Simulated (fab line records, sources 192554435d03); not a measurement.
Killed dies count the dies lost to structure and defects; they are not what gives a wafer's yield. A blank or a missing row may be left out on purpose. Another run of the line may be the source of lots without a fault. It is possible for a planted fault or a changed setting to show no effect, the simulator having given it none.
fab line records	flow n5-finfet
record lots=7	wafers=39
route steps=1938 shown ZERO_LAYER@11 FIN_SAQP@100 STI_FIN_REVEAL@190 HKMG_FIN@413 GATE_CUT@510 BEOL_M0@721
start-h: hours from the record's first day to the start of the lot's first wafer shown	wait-h: hours from the lot's prior step to this one	" as in the row above	L1.1+2: a row that stands for several wafers	- no value, or no start given	* or withheld: withheld	< > ~ a bound
route shown NAME@n: NAME is a module with steps in the file, n the number in the route of the first one	usual: average and standard deviation across the fault-free wafers	same: alike in all rows	chamber/n: place in a boat	sites: per-site readings	_std_site: standard deviation across them	_edge_site: inner sites' mean taken away from outer sites' mean	radius-mm: for every site, how far away it sits from the centre of the wafer	mask NAME#n: copy n	behind: the most recent tool/chamber to have shaped the wafer	hold: cause of the lot's hold/its duration in hours/its outcome	device: whichever transistor did not switch (one of n, p or np)	end of line: tests run on the same wafers once the route is complete	a step given without rows: its recipe and nothing more	killed: at the first sort, the dies lost to defects and structure; wafer yield is something else	map: a wafer's dies, marking killed ones x, the rest . and places with no die _
set.NAME: the run value of the setting; set.NAME@STEP: its run value at that earlier step	model.NAME: the simulator's own value behind a step, which no gauge read
lots where settings were altered on purpose, with a table for each step and a row for each wafer
## steps
# step N5_ZERO_LAYER_DEVELOP_10
# recipe develop-time-s=60	rinse-liquid=diw	dry=air-spin	dev-temp-c=21
lot.wafer	tool	chamber	start-h	wait-h	set.develop-time-s
L074.2+3+5	litho-track-02	0	-	-	60
L075.1+4+5	litho-track-03	0	-	-	78.65
L075.2+3+6	"	0	"	"	60
L077.1+3+5	litho-track-02	0	-	-	87.14
L077.2+4+6	"	0	"	"	60
L079.1+3+6	litho-track-02	0	-	-	60
L079.2+4+5	"	0	"	"	74.34
L085.1+3+6	litho-track-03	0	-	-	84.23
L085.2+4+5	"	0	"	"	60
L091.1+4+5	litho-track-03	0	-	-	45.12
L091.2+3+6	"	0	"	"	60
L094.1+3+4	litho-track-03	0	-	-	50.03
L094.2+5+6	"	0	"	"	60
# step N5_ZERO_LAYER_HARDBAKE_23
# recipe temp-c=130	time-s=120
# step N5_ZERO_LAYER_CD_MEAS_11
# recipe target-cd-nm=2000	landing-energy-ev=500	detector=se-inlens
# usual cd-nm=2000.5/1.5
lot.wafer	tool	chamber	start-h	wait-h	set.develop-time-s@ZERO_LAYER_DEVELOP_10	cd-nm
L074.2	cd-sem-01	0	12.64	-	60	2000.6
L074.3	"	0	"	"	60	2000.2
L074.5	"	0	"	"	60	2000.7
L075.1	cd-sem-01	0	18.77	-	78.65	2008.9
L075.2	"	0	"	"	60	2000.6
L075.3	"	0	"	"	60	2000.7
L075.4	"	0	"	"	78.65	2009.0
L075.5	"	0	"	"	78.65	2006.1
L075.6	"	0	"	"	60	2000.7
L077.1	cd-sem-02	0	30.66	-	87.14	2009.6
L077.2	"	0	"	"	60	2002.4
L077.3	"	0	"	"	87.14	2009.0
L077.4	"	0	"	"	60	2001.9
L077.5	"	0	"	"	87.14	2011.4
L077.6	"	0	"	"	60	2001.3
L079.1	cd-sem-02	0	42.79	-	60	2002.0
L079.2	"	0	"	"	74.34	2004.4
L079.3	"	0	"	"	60	2000.3
L079.4	"	0	"	"	74.34	2004.9
L079.5	"	0	"	"	74.34	2006.8
L079.6	"	0	"	"	60	2003.3
L085.1	cd-sem-02	0	78.77	-	84.23	2009.5
L085.2	"	0	"	"	60	2002.6
L085.3	"	0	"	"	84.23	2007.6
L085.4	"	0	"	"	60	2000.7
L085.5	"	0	"	"	60	2000.5
L085.6	"	0	"	"	84.23	2009.4
L091.1	cd-sem-01	0	114.64	-	45.12	1993.8
L091.2	"	0	"	"	60	2001.1
L091.3	"	0	"	"	60	2001.0
L091.4	"	0	"	"	45.12	1994.4
L091.5	"	0	"	"	45.12	1993.3
L091.6	"	0	"	"	60	2000.0
L094.1	cd-sem-01	0	132.66	-	50.03	1999.5
L094.2	"	0	"	"	60	2003.9
L094.3	"	0	"	"	50.03	1997.0
L094.4	"	0	"	"	50.03	1998.3
L094.5	"	0	"	"	60	2000.6
L094.6	"	0	"	"	60	2002.4
# step N5_FIN_SAQP_PECVD_06
# recipe material=a-Si	target-thk-a=600	temp-c=400	precursor=SiH4/He	pressure-torr=3	rf-w=100	time-s=48.1
lot.wafer	tool	chamber	start-h	wait-h	set.time-s	model.a-Si_of_FIN_SAQP_PECVD_06.thk-nm
L074.2	pecvd-04	0	21.00	0.0	48.1	59.16
L074.3	"	1	"	"	48.1	60.27
L074.5	"	0	"	"	48.1	61.2
L075.1	pecvd-01	2	27.68	0.0	48.1	58.98
L075.2	"	1	"	"	48.1	60
L075.3	"	0	"	"	48.1	59.63
L075.4	"	1	"	"	48.1	60.19
L075.5	"	0	"	"	48.1	60.81
L075.6	"	2	"	"	48.1	59.67
L077.1	pecvd-01	1	39.55	0.0	48.1	59.61
L077.2	"	2	"	"	48.1	58.38
L077.3	"	0	"	"	48.1	58.83
L077.4	"	1	"	"	48.1	60.17
L077.5	"	0	"	"	48.1	59.69
L077.6	"	2	"	"	48.1	59.8
L079.1	pecvd-04	2	52.25	0.0	48.1	59.82
L079.2	"	1	"	"	60.83	75.03
L079.3	"	0	"	"	48.1	59.92
L079.4	"	2	"	"	48.1	60.58
L079.5	"	0	"	"	60.83	77.3
L079.6	"	1	"	"	60.83	77.04
L085.1	pecvd-01	1	88.34	0.0	59.49	73.17
L085.2	"	2	"	"	59.49	73.58
L085.3	"	0	"	"	48.1	59.27
L085.4	"	2	"	"	48.1	60.08
L085.5	"	0	"	"	48.1	60.1
L085.6	"	1	"	"	59.49	75.14
L091.1	pecvd-01	0	124.07	0.0	48.1	60.02
L091.2	"	2	"	"	48.1	59.71
L091.3	"	1	"	"	73.07	91.5
L091.4	"	2	"	"	73.07	92.05
L091.5	"	0	"	"	48.1	61.38
L091.6	"	1	"	"	73.07	92.96
L094.1	pecvd-01	2	141.65	0.0	35.7	43.65
L094.2	"	1	"	"	48.1	60.3
L094.3	"	0	"	"	48.1	59.59
L094.4	"	0	"	"	35.7	44.86
L094.5	"	2	"	"	48.1	59.89
L094.6	"	1	"	"	35.7	44.56
# step N5_FIN_SAQP_THK_MEAS_07
# usual thk-nm=59.9/0.7
lot.wafer	tool	chamber	start-h	wait-h	set.time-s@FIN_SAQP_PECVD_06	thk-nm
L074.2	film-metro-01	-	21.09	0.1	48.1	59.1
L074.3	"	-	"	"	48.1	60.3
L074.5	"	-	"	"	48.1	61.2
L075.1	film-metro-02	-	27.77	0.1	48.1	59.0
L075.2	"	-	"	"	48.1	60.0
L075.3	"	-	"	"	48.1	59.6
L075.4	"	-	"	"	48.1	60.2
L075.5	"	-	"	"	48.1	60.8
L075.6	"	-	"	"	48.1	59.6
L077.1	film-metro-02	-	39.64	0.1	48.1	59.6
L077.2	"	-	"	"	48.1	58.4
L077.3	"	-	"	"	48.1	58.8
L077.4	"	-	"	"	48.1	60.2
L077.5	"	-	"	"	48.1	59.7
L077.6	"	-	"	"	48.1	59.8
L079.1	film-metro-02	-	52.34	0.1	48.1	59.8
L079.2	"	-	"	"	60.83	75.0
L079.3	"	-	"	"	48.1	60.0
L079.4	"	-	"	"	48.1	60.5
L079.5	"	-	"	"	60.83	77.2
L079.6	"	-	"	"	60.83	77.1
L085.1	film-metro-02	-	88.43	0.1	59.49	73.2
L085.2	"	-	"	"	59.49	73.5
L085.3	"	-	"	"	48.1	59.3
L085.4	"	-	"	"	48.1	60.1
L085.5	"	-	"	"	48.1	60.2
L085.6	"	-	"	"	59.49	75.2
L091.1	film-metro-01	-	124.16	0.1	48.1	60.1
L091.2	"	-	"	"	48.1	59.7
L091.3	"	-	"	"	73.07	91.5
L091.4	"	-	"	"	73.07	92.1
L091.5	"	-	"	"	48.1	61.4
L091.6	"	-	"	"	73.07	92.9
L094.1	film-metro-02	-	141.74	0.1	35.7	43.6
L094.2	"	-	"	"	48.1	60.3
L094.3	"	-	"	"	48.1	59.6
L094.4	"	-	"	"	35.7	44.9
L094.5	"	-	"	"	48.1	59.9
L094.6	"	-	"	"	35.7	44.6
# step N5_FIN_SAQP_HM_DEP_72
# recipe material=SiO2	target-thk-a=120	temp-c=400	precursor=SiH4/N2O	pressure-torr=0.75	rf-w=275	time-s=7.2
# step N5_FIN_SAQP_COAT_49
# recipe resist=SOC	temp-c=250	time-s=60	spin-rpm=1500	resist-thk-nm=100
# step N5_FIN_SAQP_HM_OPEN_73
# recipe chemistry=CHF3/O2	target=SiO2	stop-on=a-Si	target-depth-a=120	over-etch-frac=1.8	mask-material=SOC	time-s=16.8	pressure-mtorr=30	source-w=650	bias-w=170	Ar_flow_sccm=200	CHF3_flow_sccm=50	O2_flow_sccm=5	ion-energy-ev=200	ends=end-point
# step N5_FIN_SAQP_STRIP_74
# recipe chemistry=CHF3/O2	resist=SiARC	rf-frequency-hz=6e+07
# step N5_FIN_SAQP_MANDREL_ETCH_22
# recipe target-depth-a=600	chemistry=HBr/Cl2	target=a-Si	stop-on=SiNx	bt-time-s=10	over-etch-frac=0.5	time-s=30	pressure-mtorr=10	icp-w=800	bias-w=75	HBr_flow_sccm=150	Cl2_flow_sccm=80	ends=end-point
# usual oes-product-au=0.765/0.013
lot.wafer	tool	chamber	start-h	wait-h	set.time-s@FIN_SAQP_PECVD_06	oes-product-au	model.etch.depth-nm
L074.2	rie-si-01	2	21.95	0.0	48.1	0.770	59.16
L074.3	"	0	"	"	48.1	0.760	60.27
L074.5	"	1	"	"	48.1	0.761	61.2
L075.1	rie-si-01	2	28.65	0.0	48.1	0.778	58.96
L075.2	"	1	"	"	48.1	0.748	59.98
L075.3	"	3	"	"	48.1	0.770	59.63
L075.4	"	0	"	"	48.1	0.762	60.19
L075.5	"	2	"	"	48.1	0.784	60.79
L075.6	"	1	"	"	48.1	0.748	59.67
L077.1	rie-si-01	3	40.61	0.0	48.1	0.767	59.58
L077.2	"	2	"	"	48.1	0.774	58.38
L077.3	"	1	"	"	48.1	0.734	58.83
L077.4	"	0	"	"	48.1	0.759	60.17
L077.5	"	2	"	"	48.1	0.773	59.69
L077.6	"	1	"	"	48.1	0.754	59.8
L079.1	rie-si-01	3	53.08	0.0	48.1	0.776	59.82
L079.2	"	0	"	"	60.83	0.871	75.03
L079.3	"	2	"	"	48.1	0.774	59.92
L079.4	"	1	"	"	48.1	0.756	60.58
L079.5	"	1	"	"	60.83	0.880	77.3
L079.6	"	0	"	"	60.83	0.887	77.04
L085.1	rie-si-01	2	89.29	0.0	59.49	0.883	73.17
L085.2	"	3	"	"	59.49	0.868	73.58
L085.3	"	0	"	"	48.1	0.742	59.27
L085.4	"	1	"	"	48.1	0.748	60.08
L085.5	"	0	"	"	48.1	0.759	60.1
L085.6	"	1	"	"	59.49	0.874	75.14
L091.1	rie-si-01	2	124.90	0.0	48.1	0.772	60.02
L091.2	"	3	"	"	48.1	0.771	59.71
L091.3	"	0	"	"	73.07	0.980	90.61
L091.4	"	1	"	"	73.07	0.978	90.72
L091.5	"	3	"	"	48.1	0.783	61.38
L091.6	"	2	"	"	73.07	0.990	88.18
L094.1	rie-si-06	0	142.71	0.0	35.7	0.630	43.65
L094.2	"	2	"	"	48.1	0.748	60.3
L094.3	"	1	"	"	48.1	0.767	59.59
L094.4	"	3	"	"	35.7	0.665	44.86
L094.5	"	0	"	"	48.1	0.758	59.89
L094.6	"	3	"	"	35.7	0.665	44.56
# step N5_STI_FIN_REVEAL_ETCHBACK_08
# recipe chemistry=C4F6/O2	target=SiO2	target-depth-a=305	time-s=10.167	ion-energy-ev=250	pressure-mtorr=30	source-w=345	bias-w=185	Ar_flow_sccm=300	C4F6_flow_sccm=10	O2_flow_sccm=10
lot.wafer	tool	chamber	start-h	wait-h	set.time-s
L074.2+3+5	rie-diel-04	3,0,1	34.50	0.2	10.167
L075.1+4+6	rie-diel-05	2,3,0	39.62	0.2	14.17
L075.2+3+5	"	1,0,1	"	"	10.167
L077.1+2+5	rie-diel-05	3,2,3	52.23	0.2	10.167
L077.3+4+6	"	1,0,2	"	"	14.85
L079.1+2+4	rie-diel-05	0,2,3	65.08	0.2	7.334
L079.3+5+6	"	1,0,3	"	"	10.167
L085.1+5+6	rie-diel-04	2,0,3	101.79	0.2	10.167
L085.2+3+4	"	1,3,0	"	"	14.22
L091.1+4+6	rie-diel-01	0,3,2	136.60	0.4	10.167
L091.2+3+5	"	1,2,3	"	"	15.07
L094.1+3+5	rie-diel-05	3,0,1	155.39	0.2	10.167
L094.2+4+6	"	1,2,0	"	"	14.97
# step N5_STI_FIN_REVEAL_STRIP_24
# recipe chemistry=N2/H2	time-s=90	power-w=100	temp-c=40	pressure-mtorr=100	rf-frequency-hz=6e+07	bias-power-w=3	n2-flow-sccm=300	h2-flow-sccm=300
# step N5_STI_FIN_REVEAL_PRECLEAN_25
# recipe chemistry=SPM	time-s=90	temp-c=120	mix=4:1
# step N5_STI_FIN_REVEAL_SRD_23
# recipe dry=ipa-marangoni	time-s=30	temp-c=23	rinse-liquid=diw
# step N5_STI_FIN_REVEAL_FIN_H_MEAS_10
# usual trench-depth-nm=52.0/0.5
lot.wafer	tool	chamber	start-h	wait-h	set.time-s@STI_FIN_REVEAL_ETCHBACK_08	trench-depth-nm
L074.2	ocd-01	-	37.45	0.0	10.167	52.1
L074.3	"	-	"	"	10.167	52.6
L074.5	"	-	"	"	10.167	53.2
L075.1	ocd-02	-	42.62	0.0	14.17	63.5
L075.2	"	-	"	"	10.167	51.5
L075.3	"	-	"	"	10.167	52.1
L075.4	"	-	"	"	14.17	62.9
L075.5	"	-	"	"	10.167	51.1
L075.6	"	-	"	"	14.17	64.0
L077.1	ocd-02	-	55.18	0.0	10.167	52.3
L077.2	"	-	"	"	10.167	51.3
L077.3	"	-	"	"	14.85	65.6
L077.4	"	-	"	"	14.85	66.0
L077.5	"	-	"	"	10.167	51.8
L077.6	"	-	"	"	14.85	65.7
L079.1	ocd-02	-	68.14	0.0	7.334	43.3
L079.2	"	-	"	"	7.334	43.0
L079.3	"	-	"	"	10.167	52.2
L079.4	"	-	"	"	7.334	43.2
L079.5	"	-	"	"	10.167	52.4
L079.6	"	-	"	"	10.167	51.6
L085.1	ocd-02	-	104.75	0.0	10.167	51.8
L085.2	"	-	"	"	14.22	65.0
L085.3	"	-	"	"	14.22	64.2
L085.4	"	-	"	"	14.22	64.6
L085.5	"	-	"	"	10.167	52.6
L085.6	"	-	"	"	10.167	52.2
L091.1	ocd-01	-	139.55	0.0	10.167	51.0
L091.2	"	-	"	"	15.07	66.4
L091.3	"	-	"	"	15.07	66.0
L091.4	"	-	"	"	10.167	51.4
L091.5	"	-	"	"	15.07	65.5
L091.6	"	-	"	"	10.167	50.6
L094.1	ocd-01	-	158.35	0.0	10.167	51.4
L094.2	"	-	"	"	14.97	66.4
L094.3	"	-	"	"	10.167	52.2
L094.4	"	-	"	"	14.97	65.9
L094.5	"	-	"	"	10.167	51.7
L094.6	"	-	"	"	14.97	66.5
# step N5_HKMG_FIN_CVD_62
# recipe material=a-Si	target-thk-a=30	temp-c=500	precursor=Si2H6	pressure-torr=1	time-s=20.8
lot.wafer	tool	chamber	start-h	wait-h	set.time-s	model.a-Si_of_HKMG_FIN_CVD_62.thk-nm
L074.2+3+5	thermal-cvd-si-02	1,2,2	73.52	0.2	20.8	3
L075.1+3+5	thermal-cvd-si-01	2,1,2	78.63	0.2	20.8	3
L075.2+4+6	"	0,1,0	"	"	31.43	4.6
L077.1+4+6	thermal-cvd-si-01	2,2,1	90.73	0.2	20.8	3
L077.2+3+5	"	1,1,2	"	"	25.34	3.6
L079.1	thermal-cvd-si-01	0	103.48	0.2	20.8	3.2
L079.2+3+4+5+6	"	1,2,1,2,0	"	"	20.8	3
L085.1+5+6	thermal-cvd-si-02	2,0,1	139.83	0.2	20.8	2.8
L085.2+4	"	0,2	"	"	20.8	3
L085.3	"	1	"	"	20.8	2.6
L091.1+5+6	thermal-cvd-si-01	2,1,0	174.62	0.2	20.8	3
L091.2+3+4	"	1,0,2	"	"	17.5	2.6
L094.1+5	thermal-cvd-si-02	1,0	194.22	0.2	20.8	3
L094.2	"	0	"	"	20.8	3.2
L094.3+6	"	2	"	"	33	4.8
L094.4	"	1	"	"	33	4.6
# step N5_GATE_CUT_ALD_22
# recipe material=SiNx	target-thk-a=160	temp-c=400	ald-precursor-family=SiH2I2	ald-co-reactant=N2/H2-plasma	pulse-time-s=1	ald-cycles=320	purge-time-s=2	co-reactant-purge-time-s=2	pressure-torr=2
lot.wafer	tool	chamber	start-h	wait-h	set.ald-cycles	model.SiNx_of_GATE_CUT_ALD_22.thk-nm
L074.2+3	ald-sin-01	0,1	84.36	0.0	320	16
L074.5	"	1	"	"	320	16.2
L075.1+2+5	ald-sin-01	3,2,2	89.55	0.0	320	16
L075.3+4+6	"	1,0,1	"	"	208	10.4
L077.1+5	ald-sin-01	3,2	101.72	0.0	199	10
L077.2+3+6	"	2,0,1	"	"	320	16
L077.4	"	1	"	"	199	9.8
L079.1+2+3	ald-sin-03	0,1,2	114.51	0.0	320	16
L079.4+5+6	"	3,1,2	"	"	238	11.8
L085.1+4+5	ald-sin-04	2,0,0	150.79	0.0	212	10.6
L085.2+3+6	"	3,1,3	"	"	320	16
L091.1+2+4+5	ald-sin-03	3,1,2,1	186.46	0.0	320	16
L091.3+6	"	0	"	"	320	16.2
L094.1	ald-sin-03	3	205.69	0.0	493	24.8
L094.2+3	"	1,2	"	"	320	16
L094.4	"	0	"	"	320	16.2
L094.5+6	"	2,1	"	"	493	24.6
# step N5_GATE_CUT_CMP_23
# recipe stop-on=SiO2	t-overpolish-s=23.4	post-cmp-clean=alkaline-brush	down-force-psi=2.5	platen-rpm=51.8	pad-velocity-m-s=1.0307	target-thk-nm=16
# usual time-to-endpoint-s=19.0/2.2
lot.wafer	tool	chamber	start-h	wait-h	set.ald-cycles@GATE_CUT_ALD_22	time-to-endpoint-s	model.SiNx_of_GATE_CUT_ALD_22.thk-nm
L074.2	cmp-02	3	85.85	0.8	320	17.6	16
L074.3	"	0	"	"	320	17.8	16
L074.5	"	0	"	"	320	17.7	16.2
L075.1	cmp-01	0	91.04	0.8	320	13.4	16
L075.4	"	1	"	"	208	9.6	10.4
L075.2	"	2	"	"	320	15.2	16
L075.3	"	3	"	"	208	11.6	10.4
L075.6	"	0	"	"	208	11.7	10.4
L075.5	"	1	"	"	320	17.9	16
L077.1	cmp-02	2	103.21	0.8	199	13.6	10
L077.2	"	3	"	"	320	18.5	16
L077.3	"	0	"	"	320	20.0	16
L077.4	"	1	"	"	199	11.9	9.8
L077.5	"	2	"	"	199	14.0	10
L077.6	"	3	"	"	320	20.7	16
L079.4	cmp-02	3	115.99	0.8	238	13.7	11.8
L079.3	"	0	"	"	320	17.3	16
L079.2	"	1	"	"	320	18.0	16
L079.1	"	2	"	"	320	22.5	16
L079.5	"	3	"	"	238	14.4	11.8
L079.6	"	0	"	"	238	14.5	11.8
L085.3	cmp-01	0	152.28	0.8	320	17.4	16
L085.4	"	1	"	"	212	10.4	10.6
L085.2	"	2	"	"	320	18.1	16
L085.1	"	3	"	"	212	9.4	10.6
L085.6	"	0	"	"	320	17.5	16
L085.5	"	1	"	"	212	12.8	10.6
L091.2	cmp-01	3	187.95	0.8	320	22.0	16
L091.3	"	0	"	"	320	22.8	16.2
L091.4	"	1	"	"	320	20.1	16
L091.1	"	2	"	"	320	23.0	16
L091.5	"	3	"	"	320	21.5	16
L091.6	"	0	"	"	320	21.0	16.2
L094.1	cmp-02	2	207.18	0.8	493	30.9	15.8
L094.4	"	3	"	"	320	21.5	16.2
L094.2	"	0	"	"	320	21.8	16
L094.3	"	1	"	"	320	23.2	16
L094.6	"	2	"	"	493	30.8	15.8
L094.5	"	3	"	"	493	29.5	15.6
# step N5_BEOL_M0_TRENCH_ETCH_107
# recipe chemistry=C4F6/O2	target-depth-a=328	target=SiOC	time-s=16.4	ion-energy-ev=250	pressure-mtorr=30	source-w=355	bias-w=185	Ar_flow_sccm=300	C4F6_flow_sccm=10	O2_flow_sccm=10
lot.wafer	tool	chamber	start-h	wait-h	set.target-depth-a	model.BEOL_M0.feature-depth-nm	model.TiN_of_BEOL_M0_SAQP_HM_DEP_02.thk-nm
L074.2	rie-diel-05	1	113.41	0.0	328	33.2	9.4
L074.3	"	3	"	"	328	33	9.4
L074.5	"	0	"	"	328	33.4	9.4
L075.1	rie-diel-01	2	122.02	0.0	158	15.8	10.4
L075.2	"	3	"	"	158	16	10.4
L075.3	"	1	"	"	328	33.2	9.6
L075.4	"	0	"	"	158	16.2	10.2
L075.5	"	1	"	"	328	33.4	9.6
L075.6	"	0	"	"	328	33.4	9.8
L077.1	rie-diel-04	1	134.10	0.0	259	26.6	9.8
L077.2	"	2	"	"	328	32.6	9.6
L077.3	"	0	"	"	259	26.2	10
L077.4	"	3	"	"	328	33.2	9.4
L077.5	"	1	"	"	328	33.8	9.6
L077.6	"	2	"	"	259	26	9.8
L079.1+5	rie-diel-01	0	141.74	0.0	328	33.2	9.4
L079.2+4	"	1,3	"	"	328	33	9.6
L079.3	"	2	"	"	328	32.4	9.6
L079.6	"	1	"	"	328	33.2	9.6
L085.1	rie-diel-05	2	180.40	0.0	219.2	21.6	10
L085.2	"	3	"	"	219.2	21.6	10.2
L085.3+6	"	0	"	"	328	32.8	9.6
L085.4	"	1	"	"	219.2	21.8	10
L085.5	"	3	"	"	328	32.4	9.6
L091.1	rie-diel-01	0	216.72	0.0	328	33.2	9.8
L091.2	"	2	"	"	201.3	20	10.4
L091.3	"	3	"	"	328	32.8	9.8
L091.4+6	"	1,0	"	"	201.3	20.2	10.2
L091.5	"	1	"	"	328	32.6	9.8
L094.1	rie-diel-04	1	238.01	0.0	464.4	47	8.8
L094.2	"	3	"	"	464.4	47	8.6
L094.3	"	0	"	"	328	33	9.4
L094.4	"	3	"	"	464.4	46.8	8.8
L094.5	"	0	"	"	328	32.6	9.2
L094.6	"	1	"	"	328	33	9.2
# step N5_BEOL_M0_STRIP_142
# recipe chemistry=N2/H2	time-s=10	power-w=450	temp-c=40	pressure-mtorr=20	rf-frequency-hz=6e+07	bias-power-w=7	n2-flow-sccm=200	h2-flow-sccm=200
# step N5_BEOL_M0_OCD_MEAS_108
# usual trench-depth-nm=32.7/0.47
lot.wafer	tool	chamber	start-h	wait-h	set.target-depth-a@BEOL_M0_TRENCH_ETCH_107	trench-depth-nm
L074.2	ocd-01	-	113.52	0.1	328	33.3
L074.3	"	-	"	"	328	32.7
L074.5	"	-	"	"	328	33.3
L075.1	ocd-01	-	122.12	0.1	158	15.5
L075.2	"	-	"	"	158	15.9
L075.3	"	-	"	"	328	33.1
L075.4	"	-	"	"	158	16.4
L075.5	"	-	"	"	328	33.6
L075.6	"	-	"	"	328	33.1
L077.1	ocd-02	-	134.20	0.1	259	26.5
L077.2	"	-	"	"	328	32.6
L077.3	"	-	"	"	259	26.4
L077.4	"	-	"	"	328	33.5
L077.5	"	-	"	"	328	34.1
L077.6	"	-	"	"	259	25.9
L079.1	ocd-01	-	141.84	0.1	328	33.1
L079.2	"	-	"	"	328	33.0
L079.3	"	-	"	"	328	32.3
L079.4	"	-	"	"	328	32.9
L079.5	"	-	"	"	328	33.3
L079.6	"	-	"	"	328	32.4
L085.1	ocd-01	-	180.51	0.1	219.2	21.8
L085.2	"	-	"	"	219.2	21.5
L085.3	"	-	"	"	328	32.6
L085.4	"	-	"	"	219.2	22.0
L085.5	"	-	"	"	328	32.3
L085.6	"	-	"	"	328	32.6
L091.1	ocd-02	-	216.82	0.1	328	32.7
L091.2	"	-	"	"	201.3	19.7
L091.3	"	-	"	"	328	33.1
L091.4	"	-	"	"	201.3	19.9
L091.5	"	-	"	"	328	32.6
L091.6	"	-	"	"	201.3	20.0
L094.1	ocd-02	-	238.11	0.1	464.4	46.9
L094.2	"	-	"	"	464.4	47.3
L094.3	"	-	"	"	328	33.3
L094.4	"	-	"	"	464.4	46.7
L094.5	"	-	"	"	328	33.3
L094.6	"	-	"	"	328	32.2
## key
split step=N5_ZERO_LAYER_DEVELOP_10	setting=develop-time-s	stated=60	by=wafer
response step=N5_ZERO_LAYER_CD_MEAS_11	reading=cd-nm	change=+0.2	per=1%	r=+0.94
split step=N5_FIN_SAQP_PECVD_06	setting=time-s	stated=48.1	by=wafer
response step=N5_FIN_SAQP_PECVD_06	reading=model.a-Si_of_FIN_SAQP_PECVD_06.thk-nm	change=+0.61	per=1%	r=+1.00
response step=N5_FIN_SAQP_THK_MEAS_07	reading=thk-nm	change=*	per=1%	r=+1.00
response step=N5_FIN_SAQP_MANDREL_ETCH_22	reading=oes-product-au	change=+0.00419	per=1%	r=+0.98
response step=N5_FIN_SAQP_MANDREL_ETCH_22	reading=model.etch.depth-nm	change=+0.584	per=1%	r=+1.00
split step=N5_STI_FIN_REVEAL_ETCHBACK_08	setting=time-s	stated=10.167	by=wafer
response step=N5_STI_FIN_REVEAL_FIN_H_MEAS_10	reading=trench-depth-nm	change=+0.307	per=1%	r=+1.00
split step=N5_HKMG_FIN_CVD_62	setting=time-s	stated=20.8	by=wafer
response step=N5_HKMG_FIN_CVD_62	reading=model.a-Si_of_HKMG_FIN_CVD_62.thk-nm	change=+0.0293	per=1%	r=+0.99
split step=N5_GATE_CUT_ALD_22	setting=ald-cycles	stated=320	by=wafer
response step=N5_GATE_CUT_ALD_22	reading=model.SiNx_of_GATE_CUT_ALD_22.thk-nm	change=+0.16	per=1%	r=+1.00
response step=N5_GATE_CUT_CMP_23	reading=time-to-endpoint-s	change=*	per=1%	r=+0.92
response step=N5_GATE_CUT_CMP_23	reading=model.SiNx_of_GATE_CUT_ALD_22.thk-nm	shape=bent	at-lowest=9.933	at-stated=16.03	at-highest=15.73
split step=N5_BEOL_M0_TRENCH_ETCH_107	setting=target-depth-a	stated=328	by=wafer
response step=N5_BEOL_M0_TRENCH_ETCH_107	reading=model.BEOL_M0.feature-depth-nm	change=+0.334	per=1%	r=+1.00
response step=N5_BEOL_M0_TRENCH_ETCH_107	reading=model.TiN_of_BEOL_M0_SAQP_HM_DEP_02.thk-nm	change=-0.0131	per=1%	r=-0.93
response step=N5_BEOL_M0_OCD_MEAS_108	reading=trench-depth-nm	change=+0.334	per=1%	r=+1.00
